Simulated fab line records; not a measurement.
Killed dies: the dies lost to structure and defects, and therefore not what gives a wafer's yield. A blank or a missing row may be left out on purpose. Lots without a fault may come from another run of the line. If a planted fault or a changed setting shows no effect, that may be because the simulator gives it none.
fab line records | flow nand-harc
[record] lots = 6 | wafers = 18 | last-day = 31
route steps=1302 shown A_STAIRCASE@802 END@1302
lots that met no fault: from a run of the same line without faults
start-h: start of the lot's first displayed wafer, in hours after the record's first day | wait-h: how many hours have passed since the lot's step before this one | " as in the row above | L1.1+2: one row covering several wafers at once | - either no value or no given start | * or withheld: withheld | < > ~ a bound
route shown NAME@n: names a module that has steps shown in the file, with the first one's number in the route | usual: mean and standard deviation over wafers with no fault | same: alike in all rows | chamber/n: place in a boat | sites: readings site by site | _std_site: the values' standard deviation | _edge_site: mean of outer sites minus mean of inner sites | radius-mm: how far each site lies from the wafer's centre | mask NAME#n: copy n | behind: the most recent tool/chamber to have shaped the wafer | hold: the reason the lot was held/the length of the hold in hours/how it ended | device: the transistor (n, p or np) that didn't switch | end of line: tests run on the same wafers once the route is complete | a step with no rows: only its recipe | killed: the dies lost at the first sort to structure and to defects; this is not the yield of the wafer | map: shows each die of a wafer: x if killed, . if not, _ if none is there
set.NAME: the setting that was run; set.NAME@STEP: the one run at that earlier step | model.NAME: the simulator's own value behind a step, which no gauge read
certain route steps with their lots: each step a table, each wafer a row
services: from which hour (start-h, from the record's first day; less than 0 if before it) a tool's chamber was out of use, for how many hours, and why
[[steps]]
[step NHARC_A_STAIRCASE_EXPOSE_286]
[recipe] na = 0.5 | dose-mj = 25.01 | mask-id = CHOP_100
[step NHARC_A_STAIRCASE_PEB_287]
[recipe] peb-temp-c = 115 | peb-time-s = 130
[step NHARC_A_STAIRCASE_DEVELOP_288]
[recipe] time-s = 140
[step NHARC_A_STAIRCASE_HARDBAKE_290]
[recipe] temp-c = 120 | time-s = 140
[step NHARC_A_STAIRCASE_DESCUM_291]
[recipe] time-s = 3 | o2-flow-sccm = 200 | ar-flow-sccm = 0 | bias-power-w = 0 | chemistry = O2
[step NHARC_A_STAIRCASE_ETCH_292]
[recipe] cf4-flow-sccm = 100 | chf3-flow-sccm = 30 | ar-flow-sccm = 0 | rf-w = 500 | bias-w = 200 | chemistry = CF4/CHF3
[step NHARC_A_STAIRCASE_HM_OPEN_460]
[recipe] o2-flow-sccm = 400 | cos-flow-sccm = 20 | ar-flow-sccm = 0 | rf-w = 500 | bias-w = 300 | chemistry = O2/COS
[step NHARC_A_STAIRCASE_STRIP_461]
[recipe] o2-flow-sccm = 400 | cos-flow-sccm = 20 | ar-flow-sccm = 0 | bias-w = 0 | chemistry = O2/COS
[step NHARC_A_STAIRCASE_ETCH_452]
[recipe] target-depth-a = 300 | overetch-a = 30 | time-s = 16.5 | ion-energy-ev = 100 | cf4-flow-sccm = 80 | o2-flow-sccm = 20 | ar-flow-sccm = 0 | rf-w = 300 | bias-w = 100 | chemistry = CF4/O2
[step NHARC_A_STAIRCASE_ETCH_294]
[recipe] target-depth-a = 49890 | time-s = 1211.6 | ion-energy-ev = 800 | c4f8-flow-sccm = 80 | o2-flow-sccm = 60 | ar-flow-sccm = withheld | rf-w = 600 | bias-w = 3000 | chemistry = C4F8/O2/Ar
[step NHARC_A_STAIRCASE_STRIP_295]
[recipe] o2-flow-sccm = 500 | ar-flow-sccm = 0 | bias-w = 0 | chemistry = O2
[step NHARC_A_STAIRCASE_STRIP_296]
[recipe] time-s = 900 | temp-c = 130 | chemistry = SPM
lot.wafer  | tool         | chamber | start-h | wait-h
L313.4+1+3 | wet-bench-04 | 4,6,0   | 386.91  | -
L317.6+3+4 | wet-bench-04 | 0,1,5   | 421.35  | -
L318.1+4+5 | wet-bench-04 | 1,3,6   | 437.24  | -
L319.2+3+5 | wet-bench-04 | 7,0,1   | 446.71  | -
L328.1+5+6 | wet-bench-09 | 5,6,7   | 516.82  | -
L331.6+2+3 | wet-bench-04 | 7,1,3   | 550.10  | -
[step NHARC_A_STAIRCASE_PRECLEAN_297]
[recipe] time-s = * | temp-c = 50 | bath-age-min = 0 | chemistry = SC1
[step NHARC_A_STAIRCASE_SRD_298]
[step NHARC_A_STAIRCASE_HM_DEP_462]
[recipe] target-thk-a = 8000 | temp-c = 400 | material = aC
[step NHARC_A_STAIRCASE_DEP_301]
[recipe] target-thk-a = 300 | target-thk-nm = 30 | temp-c = 400 | pressure-torr = 3.5 | flow-sccm = 200 | rf-w = 350 | material = SiON
[step NHARC_A_STAIRCASE_DEHYDRATE_302]
[recipe] temp-c = 150 | time-s = 120
[step NHARC_A_STAIRCASE_HMDS_303]
[recipe] time-s = 30
[step NHARC_A_STAIRCASE_COAT_304]
[recipe] spin-rpm = 1200
[step NHARC_A_STAIRCASE_SOFTBAKE_305]
[recipe] temp-c = 135 | time-s = 170
[step NHARC_A_STAIRCASE_EBR_306]
[step NHARC_A_STAIRCASE_EXPOSE_307]
[recipe] na = 0.5 | dose-mj = 45.72 | mask-id = CHOP_50
[step NHARC_A_STAIRCASE_PEB_308]
[recipe] peb-temp-c = 115 | peb-time-s = 130
[step NHARC_A_STAIRCASE_DEVELOP_309]
[recipe] time-s = 140
[step NHARC_A_STAIRCASE_HARDBAKE_311]
[recipe] temp-c = 120 | time-s = 140
[step NHARC_A_STAIRCASE_DESCUM_312]
[recipe] time-s = 3 | o2-flow-sccm = 200 | ar-flow-sccm = 0 | bias-power-w = 0 | chemistry = O2
[step NHARC_A_STAIRCASE_ETCH_313]
[recipe] cf4-flow-sccm = 100 | chf3-flow-sccm = 30 | ar-flow-sccm = 0 | rf-w = 500 | bias-w = 200 | chemistry = CF4/CHF3
[usual] drypump-motor-current-A = 5.8/0.5 | oes-product-au = 0.929/0.014 | rf-vpp-V = 370.1/2.5 | showerhead-plenum-p-Torr = 1.56/0.072 | throttle-valve-pct = 16.802/0.0092
lot.wafer | tool        | chamber | start-h | wait-h | drypump-motor-current-A | oes-product-au | rf-hours-counter-h | rf-vpp-V | showerhead-plenum-p-Torr | throttle-valve-pct
L313.3    | rie-diel-03 | 2       | 390.36  | 0.1    | 5.2                     | 0.913          | 34                 | 372.5    | 1.64                     | 16.796
L313.1    | "           | 0       | "       | "      | 6.3                     | 0.922          | 32                 | 369.0    | 1.52                     | 16.818
L313.4    | "           | 1       | "       | "      | 6.2                     | 0.944          | 30                 | 366.0    | 1.46                     | 16.818
L317.4    | rie-diel-03 | 1       | 425.36  | 0.1    | 6.2                     | 0.942          | 37                 | 365.7    | 1.46                     | 16.807
L317.3    | "           | 2       | "       | "      | 5.2                     | 0.909          | 45                 | 372.0    | 1.64                     | 16.803
L317.6    | "           | 0       | "       | "      | 6.2                     | 0.934          | -                  | 369.6    | 1.52                     | 16.815
L318.4    | rie-diel-07 | 1       | 440.68  | 0.1    | 6.1                     | 0.925          | 42                 | 372.4    | 1.61                     | 16.800
L318.1    | "           | 2       | "       | "      | 5.9                     | 0.917          | 44                 | 368.4    | 1.49                     | 16.798
L318.5    | "           | 3       | "       | "      | 6.3                     | 0.920          | -                  | 372.1    | 1.62                     | 16.813
L319.2    | rie-diel-07 | 0       | 452.43  | 0.1    | 5.6                     | 0.914          | 49                 | 367.3    | 1.49                     | 16.788
L319.3    | "           | 1       | "       | "      | 6.1                     | 0.922          | 45                 | 369.9    | 1.61                     | 16.809
L319.5    | "           | 3       | "       | "      | 6.3                     | 0.921          | -                  | 372.0    | 1.62                     | 16.793
L328.1    | rie-diel-03 | 1       | 520.14  | 0.1    | 6.2                     | 0.936          | 19                 | 376.0    | 1.70                     | 16.795
L328.6    | "           | 1       | "       | "      | 6.2                     | 0.928          | -                  | 375.1    | 1.70                     | 16.798
L328.5    | "           | 2       | "       | "      | 5.2                     | 0.926          | -                  | 370.1    | 1.63                     | 16.810
L331.2    | rie-diel-07 | 1       | 554.88  | 0.1    | 6.1                     | 0.939          | 22                 | 373.5    | 1.60                     | 16.803
L331.3    | "           | 3       | "       | "      | 6.3                     | 0.939          | 22                 | 373.2    | 1.61                     | 16.791
L331.6    | "           | 2       | "       | "      | 5.9                     | 0.928          | -                  | 368.2    | 1.48                     | 16.796
[step NHARC_A_STAIRCASE_HM_OPEN_463]
[recipe] o2-flow-sccm = 400 | cos-flow-sccm = 20 | ar-flow-sccm = 0 | rf-w = 500 | bias-w = 300 | chemistry = O2/COS
[step NHARC_A_STAIRCASE_STRIP_464]
[recipe] o2-flow-sccm = 400 | cos-flow-sccm = 20 | ar-flow-sccm = 0 | bias-w = 0 | chemistry = O2/COS
[step NHARC_A_STAIRCASE_ETCH_453]
[recipe] target-depth-a = 300 | overetch-a = 30 | time-s = 16.5 | ion-energy-ev = 100 | cf4-flow-sccm = 80 | o2-flow-sccm = 20 | ar-flow-sccm = 0 | rf-w = 300 | bias-w = 100 | chemistry = CF4/O2
[usual] drypump-motor-current-A = 5.8/0.49 | oes-product-au = 1.001/0.0095 | rf-vpp-V = 197.6/1.5 | showerhead-plenum-p-Torr = 1.32/0.064 | throttle-valve-pct = 13.396/0.0087
lot.wafer | tool        | chamber | start-h | wait-h | drypump-motor-current-A | oes-product-au | rf-hours-counter-h | rf-vpp-V | showerhead-plenum-p-Torr | throttle-valve-pct
L313.4    | rie-diel-03 | 0       | -       | -      | 6.3                     | 0.992          | 32                 | 196.8    | 1.29                     | 13.389
L313.3    | "           | 1       | "       | "      | 6.2                     | 1.018          | 31                 | 197.8    | 1.24                     | 13.396
L313.1    | "           | 3       | "       | "      | 5.3                     | 1.009          | 33                 | 196.7    | 1.28                     | 13.390
L317.4    | rie-diel-03 | 1       | -       | -      | 6.2                     | 1.008          | 37                 | 196.8    | 1.23                     | 13.389
L317.3    | "           | 3       | "       | "      | 5.3                     | 1.000          | 45                 | 197.2    | 1.27                     | 13.402
L317.6    | "           | 1       | "       | "      | 6.2                     | 1.017          | -                  | 195.5    | 1.23                     | 13.399
L318.1    | rie-diel-07 | 1       | -       | -      | 6.1                     | 0.999          | 42                 | 197.3    | 1.36                     | 13.402
L318.4    | "           | 0       | "       | "      | 5.6                     | 0.997          | 45                 | 198.0    | 1.26                     | 13.389
L318.5    | "           | 1       | "       | "      | 6.1                     | 0.997          | -                  | 199.9    | 1.36                     | 13.387
L319.2    | rie-diel-07 | 2       | -       | -      | 6.0                     | 0.996          | 48                 | 196.7    | 1.26                     | 13.399
L319.3    | "           | 3       | "       | "      | 6.3                     | 1.002          | 51                 | 199.0    | 1.38                     | 13.394
L319.5    | "           | 2       | "       | "      | 5.9                     | 0.987          | -                  | 196.1    | 1.26                     | 13.396
L328.1    | rie-diel-03 | 3       | -       | -      | 5.4                     | 1.002          | 17                 | 196.1    | 1.27                     | 13.404
L328.6    | "           | 1       | "       | "      | 6.2                     | 1.008          | -                  | 199.5    | 1.44                     | 13.413
L328.5    | "           | 2       | "       | "      | 5.2                     | 1.010          | -                  | 198.1    | 1.38                     | 13.389
L331.2    | rie-diel-07 | 0       | -       | -      | 5.5                     | 0.996          | 24                 | 196.6    | 1.25                     | 13.397
L331.3    | "           | 2       | "       | "      | 5.9                     | 0.999          | 20                 | 197.4    | 1.25                     | 13.396
L331.6    | "           | 1       | "       | "      | 6.1                     | 1.009          | -                  | 197.3    | 1.36                     | 13.396
[step NHARC_A_STAIRCASE_ETCH_315]
[recipe] target-depth-a = 25000 | time-s = 607.1 | ion-energy-ev = 800 | c4f8-flow-sccm = 80 | o2-flow-sccm = 60 | ar-flow-sccm = withheld | rf-w = 600 | bias-w = 3000 | chemistry = C4F8/O2/Ar
[step NHARC_A_STAIRCASE_STRIP_316]
[recipe] o2-flow-sccm = 500 | ar-flow-sccm = 0 | bias-w = 0 | chemistry = O2
[usual] drypump-motor-current-A = 5.9/0.47 | oes-product-au = 1.002/0.0094 | rf-vpp-V = 57.7/0.92 | showerhead-plenum-p-Torr = 3.49/0.16 | throttle-valve-pct = 17.036/0.0089
lot.wafer | tool        | chamber | start-h | wait-h | drypump-motor-current-A | oes-product-au | rf-hours-counter-h | rf-vpp-V | showerhead-plenum-p-Torr | throttle-valve-pct
L313.4    | rie-diel-03 | 0       | -       | -      | 6.3                     | 1.001          | 32                 | 57.6     | 3.41                     | 17.026
L313.3    | "           | 1       | "       | "      | 6.2                     | 1.010          | 31                 | 58.0     | 3.28                     | 17.048
L313.1    | "           | 2       | "       | "      | 5.2                     | 0.983          | 35                 | 57.5     | 3.67                     | 17.029
L317.3    | rie-diel-03 | 0       | -       | -      | 6.3                     | 0.999          | 44                 | 56.7     | 3.40                     | 17.023
L317.4    | "           | 2       | "       | "      | 5.2                     | 0.980          | 46                 | 58.4     | 3.67                     | 17.047
L317.6    | "           | 0       | "       | "      | 6.3                     | 1.007          | -                  | 56.3     | 3.40                     | 17.042
L318.4    | rie-diel-07 | 3       | -       | -      | 6.3                     | 0.992          | 47                 | 58.2     | 3.64                     | 17.034
L318.1    | "           | 2       | "       | "      | 6.0                     | 0.991          | 44                 | 56.8     | 3.33                     | 17.026
L318.5    | "           | 0       | "       | "      | 5.6                     | 0.986          | -                  | 57.1     | 3.33                     | 17.034
L319.2    | rie-diel-07 | 3       | -       | -      | 6.3                     | 1.010          | 52                 | 56.8     | 3.64                     | 17.028
L319.3    | "           | 0       | "       | "      | 5.6                     | 0.995          | 50                 | 57.6     | 3.33                     | 17.058
L319.5    | "           | 3       | "       | "      | 6.3                     | 0.999          | -                  | 58.8     | 3.64                     | 17.017
L328.1    | rie-diel-03 | 2       | -       | -      | 5.2                     | 1.000          | 21                 | 59.4     | 3.65                     | 17.050
L328.6    | "           | 3       | "       | "      | 5.4                     | 0.998          | -                  | 57.2     | 3.36                     | 17.035
L328.5    | "           | 0       | "       | "      | 6.3                     | 0.981          | -                  | 56.6     | 3.38                     | 17.031
L331.2    | rie-diel-07 | 2       | -       | -      | 6.0                     | 1.002          | 21                 | 56.4     | 3.32                     | 17.036
L331.3    | "           | 3       | "       | "      | 6.3                     | 1.013          | 22                 | 59.4     | 3.62                     | 17.039
L331.6    | "           | 0       | "       | "      | 5.6                     | 0.998          | -                  | 58.0     | 3.31                     | 17.057
[step NHARC_A_STAIRCASE_STRIP_317]
[recipe] time-s = 900 | temp-c = 130 | chemistry = SPM
[step NHARC_A_STAIRCASE_PRECLEAN_318]
[recipe] time-s = * | temp-c = 50 | bath-age-min = 0 | chemistry = SC1
[step NHARC_A_STAIRCASE_SRD_329]
[step NHARC_A_STAIRCASE_ALD_415]
[recipe] target-thk-a = 300 | pulse-time-s = 6 | ald-cycles = 300 | temp-c = 300 | material = SiO2
[usual] heater-power-w = 445/49 | precursor-pulse-height-rel = 1.001/0.02
lot.wafer | tool      | chamber | start-h | wait-h | heater-power-w | precursor-pulse-height-rel
L313.3    | ald-hk-01 | 0       | 392.36  | 0.1    | 432            | 0.984
L313.4    | "         | 2       | "       | "      | 410            | 1.005
L313.1    | "         | 3       | "       | "      | 381            | 0.994
L317.4    | ald-hk-04 | 0       | 427.29  | 0.1    | 535            | 0.984
L317.3    | "         | 1       | "       | "      | 492            | 0.987
L317.6    | "         | 0       | "       | "      | 529            | 1.016
L318.4    | ald-hk-01 | 1       | 442.44  | 0.1    | 410            | 0.997
L318.1    | "         | 3       | "       | "      | 391            | 1.022
L318.5    | "         | 1       | "       | "      | 403            | 0.995
L319.3    | ald-hk-04 | 0       | 454.40  | 0.1    | 546            | 0.995
L319.2    | "         | 2       | "       | "      | 506            | 1.012
L319.5    | "         | 1       | "       | "      | 469            | 1.001
L328.1    | ald-hk-03 | 3       | 522.38  | 0.5    | 437            | 0.984
L328.5    | "         | 1       | "       | "      | 384            | 0.997
L328.6    | "         | 2       | "       | "      | 424            | 1.021
L331.3    | ald-hk-01 | 1       | 556.67  | 0.1    | 405            | 0.979
L331.2    | "         | 3       | "       | "      | 384            | 1.001
L331.6    | "         | 1       | "       | "      | 398            | 1.014
[step NHARC_A_STAIRCASE_ETCHBACK_416]
[recipe] target-depth-a = 360 | time-s = 7.2 | c4f8-flow-sccm = withheld | o2-flow-sccm = 8 | ar-flow-sccm = withheld | rf-w = 600 | bias-w = 800 | chemistry = C4F8/O2/Ar
[step NHARC_A_STAIRCASE_STRIP_476]
[recipe] time-s = 20 | o2-flow-sccm = 500 | ar-flow-sccm = 0 | bias-w = 0 | chemistry = O2
[usual] drypump-motor-current-A = 5.9/0.5 | oes-product-au = 1.001/0.0093 | rf-vpp-V = 57.7/0.84 | showerhead-plenum-p-Torr = 3.49/0.16 | throttle-valve-pct = 17.036/0.0089
lot.wafer | tool        | chamber | start-h | wait-h | drypump-motor-current-A | oes-product-au | rf-hours-counter-h | rf-vpp-V | showerhead-plenum-p-Torr | throttle-valve-pct
L313.4    | rie-diel-10 | 2       | 394.52  | 0.1    | 6.2                     | 1.003          | 49                 | 59.9     | 3.78                     | 17.027
L313.1    | "           | 0       | "       | "      | 5.6                     | 1.003          | 46                 | 58.1     | 3.55                     | 17.038
L313.3    | "           | 1       | "       | "      | 6.4                     | 1.003          | 37                 | 57.5     | 3.38                     | 17.040
L317.3    | rie-diel-03 | 2       | 430.47  | 0.3    | 5.2                     | 0.983          | 50                 | 57.7     | 3.67                     | 17.042
L317.4    | "           | 3       | "       | "      | 5.4                     | 0.991          | 48                 | 58.3     | 3.37                     | 17.035
L317.6    | "           | 2       | "       | "      | 5.2                     | 0.964          | -                  | 57.5     | 3.67                     | 17.043
L318.1    | rie-diel-03 | 3       | 444.64  | 0.1    | 5.4                     | 1.001          | 51                 | 59.0     | 3.37                     | 17.034
L318.4    | "           | 2       | "       | "      | 5.2                     | 0.984          | 54                 | 58.2     | 3.66                     | 17.036
L318.5    | "           | 3       | "       | "      | 5.4                     | 0.996          | -                  | 55.7     | 3.37                     | 17.021
L319.2    | rie-diel-03 | 0       | 456.66  | 0.1    | 6.3                     | 1.010          | 53                 | 58.1     | 3.39                     | 17.039
L319.3    | "           | 1       | "       | "      | 6.2                     | 1.015          | 49                 | 57.1     | 3.27                     | 17.049
L319.5    | "           | 3       | "       | "      | 5.4                     | 0.997          | -                  | 56.2     | 3.37                     | 17.046
L328.1    | rie-diel-10 | 3       | 524.11  | 0.1    | 4.6                     | 0.991          | 41                 | 58.5     | 3.54                     | 17.045
L328.5    | "           | 1       | "       | "      | 6.5                     | 0.998          | -                  | 57.6     | 3.36                     | 17.027
L328.6    | "           | 2       | "       | "      | 6.2                     | 1.008          | -                  | 58.0     | 3.75                     | 17.024
L331.3    | rie-diel-07 | 2       | 558.88  | 0.1    | 5.9                     | 1.000          | 21                 | 57.4     | 3.32                     | 17.034
L331.2    | "           | 3       | "       | "      | 6.3                     | 1.005          | 23                 | 57.8     | 3.62                     | 17.034
L331.6    | "           | 2       | "       | "      | 6.0                     | 1.011          | -                  | 57.4     | 3.32                     | 17.049
[step NHARC_END_SORT_01]
[recipe] temp-c = 25
[usual] killed-at-array = 59/20 | killed-at-other = 0.8/1 | killed-at-periphery = 3.2/2.1 | killed-dies = 63/21 | killed-open = 3.0/1.9 | killed-short = 2.3/1.5
[same] gross-dies = 677
lot.wafer | tool      | chamber | start-h | wait-h | killed-at-array | killed-at-other | killed-at-periphery | killed-dies | killed-open | killed-short
L318.1    | prober-02 | 0       | 615.21  | 2.5    | 148             | 0               | 4                   | 152         | 2           | 1
L318.4    | prober-02 | 0       | 617.64  | 3.4    | 149             | 0               | 6                   | 155         | 4           | 4
L318.5    | prober-02 | 0       | 618.45  | 3.7    | 141             | 1               | 3                   | 145         | 1           | 2
L319.2    | prober-01 | 0       | 638.29  | 2.8    | 125             | 0               | 1                   | 126         | 4           | 3
L319.3    | prober-01 | 0       | 639.08  | 3.1    | 129             | 0               | 2                   | 131         | 0           | 1
L319.5    | prober-01 | 0       | 640.68  | 3.7    | 116             | 1               | 3                   | 120         | 1           | 3
// killed by level:class
L318.1 A_STAIRCASE:unspecified=68 A_SLIT:chamber-film-flake=33 A_CHANNEL_HOLE_D1:chamber-film-flake=20 A_CHANNEL_HOLE_D2:chamber-film-flake=13 A_CONTACT:chamber-film-flake=5 A_STAIRCASE:chamber-film-flake=4 P_STI:chamber-film-flake=3 A_WL_FILL:chamber-film-flake=2
L318.4 A_STAIRCASE:unspecified=64 A_CHANNEL_HOLE_D1:chamber-film-flake=32 A_SLIT:chamber-film-flake=26 A_CHANNEL_HOLE_D2:chamber-film-flake=11 A_STAIRCASE:chamber-film-flake=5 A_CHANNEL_FILL_D1:geometric-particle:short=3 P_ZERO_WELL:chamber-film-flake=3 A_WL_FILL:chamber-film-flake=2
L318.5 A_STAIRCASE:unspecified=66 A_CHANNEL_HOLE_D1:chamber-film-flake=30 A_SLIT:chamber-film-flake=29 A_CHANNEL_HOLE_D2:chamber-film-flake=8 A_STAIRCASE:chamber-film-flake=3 P_ZERO_WELL:chamber-film-flake=2 A_SOURCE_PLATE:geometric-particle:short=1 A_CHANNEL_FILL_D1:geometric-particle:open=1
L319.2 A_STAIRCASE:unspecified=56 A_SLIT:chamber-film-flake=31 A_CHANNEL_HOLE_D1:chamber-film-flake=10 A_CHANNEL_HOLE_D2:chamber-film-flake=7 A_CONTACT:chamber-film-flake=7 A_STAIRCASE:chamber-film-flake=2 A_WL_FILL:chamber-film-flake=2 A_SOURCE_PLATE:geometric-particle:open=1
L319.3 A_STAIRCASE:unspecified=63 A_SLIT:chamber-film-flake=34 A_CHANNEL_HOLE_D2:chamber-film-flake=15 A_CONTACT:chamber-film-flake=5 A_STAIRCASE:chamber-film-flake=4 A_CHANNEL_HOLE_D1:chamber-film-flake=3 A_SGD_CUT:chamber-film-flake=3 A_ONON_D2:geometric-particle:short=1
L319.5 A_STAIRCASE:unspecified=64 A_SLIT:chamber-film-flake=26 A_CHANNEL_HOLE_D2:chamber-film-flake=7 A_CONTACT:chamber-film-flake=7 A_CHANNEL_HOLE_D1:chamber-film-flake=4 A_SGD_CUT:chamber-film-flake=4 A_WL_FILL:chamber-film-flake=2 P_M0:geometric-particle:short=1
// map L318.4 (x killed, . not)
____________.____________
_________......._________
_______......x...._______
______......x......______
_____..x........xx.x_____
____............xxxxx____
____.xx.........x.xxx____
___..............xxxxx___
___.............x.xxxx___
__............x..xx.xxx__
__....x........x..xx...__
_.................xx...._
_.................x....._
_......................._
_............x.xx...x..._
_.........x...xx........_
...x.x..x....xxxx........
...x.xx.....xxxxxx......x
..xxxxxx....xx.xxx.......
.xxxxxxxxx.x.xxx.........
..xxxxxxx..xx.x..x.......
_.xxxxxx.....xxx.x......_
_xxxxxxxx.....xxx......._
_xxxxxxx....x..........._
_.x.xxx............x...._
_.xxxxxx.x.......x......_
__..xx........x..x.xx..__
__..x......x...........__
___.x...........x.....___
___...................___
____.................____
____.....x.......x...____
_____..............._____
______.............______
_______.xx........_______
_________......._________
____________.____________
// map L319.3 (x killed, . not)
____________.____________
_________......._________
_______..x........_______
______.............______
_____..............._____
____.....x...........____
____.....x...........____
___....x..............___
___...................___
__................x....__
__.....................__
_......................._
_......................._
_........x...x.........._
_........xx....x.......x_
_......xxx.x........x..._
.......xxx.x.xx..x.......
.......xxx.x..xx....x....
x......xx.xx.xxx.x...x..x
.......xxxxxx.xx......x..
......x..xx.x..x...x.....
_.......xx.xx.x........._
_.......xx.x..........x._
_......x.xxxxx.x........_
_........x.x.xx........._
_.........xxxxx........._
__.......xxxxxxx.......__
__........xxxxxxx......__
___......xxxxxxx......___
___......xxxxxxx......___
____......xxxxxx.....____
____......xx.xxx.....____
_____.x....xxxxx...._____
______...x.xx.xx...______
_______..........._______
_________......._________
____________.____________
[[services]]
tool         | chamber | start-h | hours | kind
rie-diel-03  | 0       | 369.94  | -     | clean
rie-diel-03  | 1       | 369.94  | -     | clean
rie-diel-03  | 2       | 369.94  | -     | clean
rie-diel-03  | 3       | 369.94  | -     | clean
rie-diel-10  | 1       | 370.11  | 9.0   | repair
rie-diel-07  | -       | 371.58  | 1.8   | repair
rie-diel-03  | 0       | 394.44  | -     | clean
rie-diel-03  | 1       | 394.44  | -     | clean
rie-diel-03  | 2       | 394.44  | -     | clean
rie-diel-03  | 3       | 394.44  | -     | clean
ald-hk-03    | -       | 395.79  | 10.0  | pm
wet-bench-04 | -       | 403.20  | 8.0   | pm
wet-bench-09 | -       | 405.52  | 4.4   | repair
rie-diel-03  | 1       | 410.31  | 14.5  | repair
rie-diel-03  | 0       | 419.02  | -     | clean
rie-diel-10  | -       | 421.40  | 9.0   | pm
rie-diel-10  | 0       | 456.59  | 16.1  | repair
rie-diel-03  | -       | 461.93  | 9.0   | pm
rie-diel-07  | -       | 471.69  | 9.0   | pm
wet-bench-04 | -       | 473.69  | 3.1   | repair
ald-hk-01    | -       | 482.47  | 10.0  | pm
rie-diel-10  | -       | 485.03  | 0.4   | repair
ald-hk-03    | -       | 524.27  | 0.4   | repair
wet-bench-09 | -       | 528.80  | 8.0   | pm
[[key]]
[first-sign] step = NHARC_END_SORT_01 | reading = killed-at-array | direction = up | sigmas = 3.7 | usual = 59 | struck = 135
[effect] step = NHARC_END_SORT_01 | reading = killed-dies | direction = up | sigmas = 3.6 | usual = 63 | struck = 138
[more-kills-born-at] NHARC_A_STAIRCASE_STRIP_296@wet-bench-04 = 381
met-at NHARC_A_STAIRCASE_STRIP_296
struck-wafers L318.1,L318.4,L318.5,L319.2,L319.3,L319.5
tester-left-out L318,L319
onset-between 421.35 437.24
also-fits NHARC_A_STAIRCASE_STRIP_476:rie-diel-03
[fault] kind = chamber-particle-source | tool = wet-bench-04 | chamber = - | onset-h = 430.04 | steps = NHARC_A_STAIRCASE_STRIP_296 | rate-per-visit-cm2 = 0.38465 | end-h = 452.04
// tester-left-out: of these lots the tester's yield and bins aren't shown, on N5 and GAA mostly nor the transistor test; their killed dies are dies lost to structure and defects alone, not to doping, threshold or leakage, so they don't give the yield
